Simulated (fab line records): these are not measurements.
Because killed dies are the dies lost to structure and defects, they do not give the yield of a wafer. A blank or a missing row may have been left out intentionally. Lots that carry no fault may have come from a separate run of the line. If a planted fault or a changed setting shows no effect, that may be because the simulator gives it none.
Matching of chambers | flow nand harc | NHARC_A_CONTACT_CMP_20 on cmp-02: 4 sister chambers
The step polishes, t overpolish 30 s, target thk 300 nm. 18 wafers are shown with their chamber, then 9 later ones without.

## EACH WAFER AND ITS CHAMBER
wafer  | chamber | motor current A (A) | overpolish run s (s) | time to endpoint s (s)
L075.1 | 0       | 12.2                | 30.009               | 62.6
L075.5 | 2       | 10.0                | 30.006               | 63.7
L075.6 | 1       | 11.6                | 30.001               | 62.3
L077.2 | 3       | 12.2                | 30.000               | 61.6
L077.3 | 2       | 10.2                | 29.996               | 57.3
L077.4 | 1       | 11.6                | 30.018               | 60.5
L079.1 | 2       | 9.7                 | 29.996               | 60.6
L079.2 | 1       | 11.8                | 30.005               | 64.9
L079.6 | 0       | 12.5                | 30.010               | 61.8
L084.1 | 3       | 12.0                | 30.004               | 59.3
L084.2 | 1       | 11.4                | 29.996               | 58.6
L084.6 | 0       | 12.4                | 30.014               | 59.4
L087.1 | 3       | 12.6                | 29.990               | 59.3
L087.2 | 1       | 11.3                | 30.005               | 62.2
L087.3 | 2       | 10.0                | 30.004               | 60.5
L088.4 | 3       | 12.3                | 29.998               | 62.1
L088.5 | 0       | 12.0                | 29.993               | 59.5
L088.6 | 3       | 11.7                | 30.004               | 60.5

SIGNATURES (averages over the wafers above)
reading            | chamber 0 | chamber 1 | chamber 2 | chamber 3 | scatter within a chamber
motor current A    | 12.275    | 11.540    | 9.975     | 12.160    | 0.251
overpolish run s   | 30.00650  | 30.00500  | 30.00050  | 29.99920  | 0.00726
time to endpoint s | 60.825    | 61.700    | 60.525    | 60.560    | 2.02
Rule: a wafer lies at a distance from a chamber equal to the root of the sum of squares, over the readings, of (its reading less the chamber's mean, divided by the reading's scatter). The wafer belongs to the nearest chamber; if the next one is less than 2 further off, it can't be placed. How the scatter is found: for the shown wafers, subtract from each reading the mean of its chamber, square and add these, divide the total by (wafers less chambers), then take the root.

## WAFERS MISSING THEIR CHAMBER
wafer  | motor current A (A) | overpolish run s (s) | time to endpoint s (s)
L090.2 | 12.4                | 30.007               | 59.9
L090.3 | 12.4                | 29.986               | 61.9
L090.6 | 13.1                | 29.997               | 62.0
L091.1 | 10.3                | 30.014               | 56.9
L091.4 | 12.6                | 30.005               | 53.9
L091.5 | 11.9                | 30.021               | 58.5
L096.1 | 11.9                | 30.001               | 58.7
L096.5 | 9.8                 | 30.005               | 58.5
L096.6 | 12.0                | 30.011               | 63.2

## WHICH CHAMBER EACH ONE RAN IN
wafer  | from the rows above          | in truth
L090.2 | can't be placed: 0 or 3      | 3
L090.3 | can't be placed: 3 or 0      | 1
L090.6 | can't be placed: 0 or 3      | 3
L091.1 | 2                            | 2
L091.4 | can't be placed: 0 or 3      | 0
L091.5 | can't be placed: 0 or 1 or 3 | 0
L096.1 | can't be placed: 3 or 0 or 1 | 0
L096.5 | 2                            | 2
L096.6 | can't be placed: 0 or 1 or 3 | 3
Correct placement for 2 of the 9. These rows do not allow placing 7 (true chamber among the candidates in 6). Wrongly placed: 0.
